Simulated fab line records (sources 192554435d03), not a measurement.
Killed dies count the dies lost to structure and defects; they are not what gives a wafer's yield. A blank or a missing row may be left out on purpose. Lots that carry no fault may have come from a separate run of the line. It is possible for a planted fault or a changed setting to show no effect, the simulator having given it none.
Which of the tools did it? :: flow n5_finfet :: 12 lots, 33 wafers sampled, at 2 steps of a route of 1938

WHAT THE GAUGES READ, wafer by wafer
N5_BEOL_M14_CD_MEAS_28: the cd target is 284.4 nm. Usual: cd_nm at 285.3 nm, with a standard deviation of 1.7.
lot: L981
measured: day 11 10:11
on: cd_sem-03
cd_nm (nm): 287.8 286.0 284.5
flag: 

lot: L983
measured: day 11 23:29
on: cd_sem-02
cd_nm (nm): 284.3 284.1 284.7
flag: 

lot: L984
measured: day 12 08:51
on: cd_sem-03
cd_nm (nm): 286.4 288.1 286.0
flag: 

lot: L987
measured: day 13 00:52
on: cd_sem-02
cd_nm (nm): 285.2 286.9 287.8
flag: 

lot: L988
measured: day 13 14:40
on: cd_sem-02
cd_nm (nm): 285.7 285.0 285.0
flag: 

lot: L989
measured: day 13 18:41
on: cd_sem-03
cd_nm (nm): 285.7 286.0 284.1
flag: 

lot: L990
measured: day 14 06:35
on: cd_sem-02
cd_nm (nm): 284.8 284.7
flag: 

lot: L991
measured: day 14 20:34
on: cd_sem-01
cd_nm (nm): 283.8 286.9 287.9
flag: 

lot: L993
measured: day 15 05:22
on: cd_sem-01
cd_nm (nm): 282.4 283.5
flag: 

lot: L992
measured: day 15 05:36
on: cd_sem-02
cd_nm (nm): 285.9 287.4
flag: 

lot: L997
measured: day 16 03:08
on: cd_sem-03
cd_nm (nm): 284.5 284.8 283.4
flag: 

lot: L101
measured: day 17 15:58
on: cd_sem-01
cd_nm (nm): 288.0 286.5 286.5
flag: 

N5_BEOL_M14_INSPECT_30: inspects for defects (macro). Usual: raw_defect_count at 2.2, with a standard deviation of 1.4.
lot: L981
measured: day 11 10:14
on: defect_inspect-01
raw_defect_count: 2 5 0
flag: 

lot: L983
measured: day 11 23:32
on: defect_inspect-02
raw_defect_count: 3 3 3
flag: 

lot: L984
measured: day 12 08:54
on: defect_inspect-01
raw_defect_count: 5 3 3
flag: 

lot: L987
measured: day 13 00:55
on: defect_inspect-01
raw_defect_count: 3 3 1
flag: 

lot: L988
measured: day 13 14:43
on: defect_inspect-02
raw_defect_count: 2 2 3
flag: 

lot: L989
measured: day 13 18:44
on: defect_inspect-01
raw_defect_count: 2 2 3
flag: 

lot: L990
measured: day 14 06:39
on: defect_inspect-01
raw_defect_count: 2 1
flag: 

lot: L991
measured: day 14 20:37
on: defect_inspect-02
raw_defect_count: 0 5 1
flag: 

lot: L993
measured: day 15 05:25
on: defect_inspect-01
raw_defect_count: 3 3
flag: 

lot: L992
measured: day 15 05:40
on: defect_inspect-01
raw_defect_count: 3 0
flag: 

lot: L997
measured: day 16 03:11
on: defect_inspect-01
raw_defect_count: 2 2 3
flag: 

lot: L101
measured: day 17 16:01
on: defect_inspect-02
raw_defect_count: 3 0 5
flag: 

EACH LOT AND THE TOOL THAT RAN IT (in order: tool; ch and the chambers of the sampled wafers; start)
Before these readings, the record contains no process step.

WHAT THE TOOLS THEMSELVES READ (means of the sampled wafers that have a number; where no wafer has one, the mark that the record gives instead)
The record holds no such reading with a usual standard deviation.

THE ANSWER, worked out from the rows above alone
Rule: a lot is off if the mean of its wafers that have a number lies more than 3 standard deviations from the usual mean. A lot without any number at a reading at which 4 lots or more have one is off too. All remaining lots with rows at the step are treated as sound. Order of review: gauges by route order, followed by the tools' own readings, for which a lot's mean as printed above is used. At the first step where some lot is off, the reading lying furthest off is the one used; lots without a number count as furthest.
Across all readings shown, no lot is off: no conclusion can be drawn from this.

WHAT WAS PUT IN BY THE SIMULATOR
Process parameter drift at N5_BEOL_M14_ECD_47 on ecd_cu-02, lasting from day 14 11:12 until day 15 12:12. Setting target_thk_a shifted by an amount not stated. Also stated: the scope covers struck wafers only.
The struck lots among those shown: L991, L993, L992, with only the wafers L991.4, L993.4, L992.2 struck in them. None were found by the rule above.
